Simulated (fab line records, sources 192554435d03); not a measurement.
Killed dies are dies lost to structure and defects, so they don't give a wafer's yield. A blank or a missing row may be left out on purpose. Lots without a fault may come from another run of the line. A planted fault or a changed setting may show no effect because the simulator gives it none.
Split-lot experiment | flow n5_finfet | 7 lots, 21 wafers read, on a route of 1938 steps

THE SPLIT
At N5_BEOL_M6_EXPOSE_08 (exposes mask M6), the setting dose_mj was moved away from the recipe's 68.25 on 4 of the 21 wafers read, by -6.9% to +4.4%. The other wafers ran this setting at the recipe's value.

FROM THE SPLIT TO THE READING: what the file shows between them, 15 steps
- N5_BEOL_M6_PEB_09: peb time 60 s
- N5_BEOL_M6_DEVELOP_10: develop time 30 s
- N5_BEOL_M6_CD_MEAS_11: target cd 38.5 nm
- N5_BEOL_M6_DESCUM_16: chemistry O2, time 7.9 s
- N5_BEOL_M6_ETCH_61: etches SiARC in CF4, target depth 45.5 nm, time 75.8 s
- N5_BEOL_M6_ETCH_62: etches SOC in N2/H2, target depth 110 nm, overetch 22 nm, time 165 s
- N5_BEOL_M6_STRIP_68: strips in N2/H2
- N5_BEOL_M6_STRIP_67: strips in CF4
- N5_BEOL_M6_HM_OPEN_17: chemistry Cl2/BCl3, target TiN, target depth 20 nm, overetch 6 nm
- N5_BEOL_M6_STRIP_19: strips in O2
- N5_BEOL_M6_CD_MEAS_18: pitch 80 nm, target cd 40 nm
- N5_BEOL_M6_COAT_63: time 60 s, resist thk 60 nm
- N5_BEOL_M6_COAT_64: time 60 s, resist thk 12 nm
- N5_BEOL_M6_PRECLEAN_42: cleans in residue remover, time 60 s
- N5_BEOL_M6_SRD_43: time 30 s

THE READING
cd_nm, in nm, at N5_BEOL_M6_CD_MEAS_35 (target cd 40 nm, target cd y 28 nm). Fault-free wafers of this fab line usually give 40.1 nm, standard deviation 0.63 nm.

wafer  | tool, chamber at the split | dose_mj as run | against the recipe | cd_nm, nm | against lot-mates on the recipe
L077.2 | arfi_scanner-01, 0         | 68.25          | recipe             | 40.1      | -
L077.3 | arfi_scanner-01, 0         | 68.25          | recipe             | 40.3      | -
L077.5 | arfi_scanner-01, 0         | 68.25          | recipe             | 40.7      | -
L076.2 | arfi_scanner-03, 0         | 68.25          | recipe             | 40.6      | -
L076.4 | arfi_scanner-03, 0         | 63.57          | -6.9%              | 37.2      | -3.2
L076.6 | arfi_scanner-03, 0         | 68.25          | recipe             | 40.3      | -
L078.1 | arfi_scanner-03, 0         | 68.25          | recipe             | 39.9      | -
L078.3 | arfi_scanner-03, 0         | 68.25          | recipe             | 39.6      | -
L078.5 | arfi_scanner-03, 0         | 68.25          | recipe             | 39.3      | -
L079.3 | arfi_scanner-01, 0         | 68.25          | recipe             | 39.9      | -
L079.4 | arfi_scanner-01, 0         | 68.25          | recipe             | 40.5      | -
L079.6 | arfi_scanner-01, 0         | 68.25          | recipe             | 39.7      | -
L083.2 | arfi_scanner-02, 0         | 69.93          | +2.5%              | 42.2      | +1.8
L083.3 | arfi_scanner-02, 0         | 68.25          | recipe             | 40.4      | -
L083.6 | arfi_scanner-02, 0         | 69.93          | +2.5%              | 41.7      | +1.3
L093.2 | arfi_scanner-03, 0         | 68.25          | recipe             | 40.3      | -
L093.4 | arfi_scanner-03, 0         | 71.26          | +4.4%              | 42.8      | +2.8
L093.6 | arfi_scanner-03, 0         | 68.25          | recipe             | 39.7      | -
L096.2 | arfi_scanner-03, 0         | 68.25          | recipe             | 39.8      | -
L096.3 | arfi_scanner-03, 0         | 68.25          | recipe             | 39.2      | -
L096.6 | arfi_scanner-03, 0         | 68.25          | recipe             | 39.2      | -

THE FIT
A straight line over all 21 wafers: cd_nm changes by +0.52 nm for each +1% of dose_mj; r = +0.89; the points scatter about the line by 0.53 nm.
The same after taking each lot's own level away (the mean of its wafers on the recipe; 21 wafers): +0.536 nm for each +1%; r = +0.96; scatter 0.3 nm.
On that fit, the largest move of dose_mj shifts the reading by 3.7 nm.
The lots' own levels span 39.40 to 40.45 nm, that is 1.7 times the standard deviation above.
So the lot-to-lot level changes the slope little: the two slopes agree.
Check: with one of the wafers moved furthest among these (-6.9%) left out of the fit, the line predicts -4.34 nm for it against its lot-mates. It came out at -3.25 nm against them.

THE WHOLE CHAIN: every reading that the file lists as answering this split, in the file's order
step                  | what it does                                                         | reading                                                               | change (the file's fit)               | r (the file's)
N5_BEOL_M6_CD_MEAS_11 | target cd 38.5 nm                                                    | cd_nm                                                                 | +0.504 nm for each +1% of the setting | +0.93
N5_BEOL_M6_ETCH_61    | etches SiARC in CF4, target depth 45.5 nm, time 75.8 s               | BEOL_M6.cd_offset_nm (the simulator's own value, which no gauge read) | +0.473 nm for each +1% of the setting | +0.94
N5_BEOL_M6_ETCH_62    | etches SOC in N2/H2, target depth 110 nm, overetch 22 nm, time 165 s | BEOL_M6.cd_offset_nm (the simulator's own value, which no gauge read) | +0.515 nm for each +1% of the setting | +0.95
N5_BEOL_M6_CD_MEAS_18 | pitch 80 nm, target cd 40 nm                                         | cd_nm                                                                 | +0.578 nm for each +1% of the setting | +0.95
N5_BEOL_M6_CD_MEAS_35 | target cd 40 nm, target cd y 28 nm                                   | cd_nm                                                                 | +0.536 nm for each +1% of the setting | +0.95

THE FILE'S OWN FIT
cd_nm changes by +0.536 nm for each +1% of dose_mj, r = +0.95.
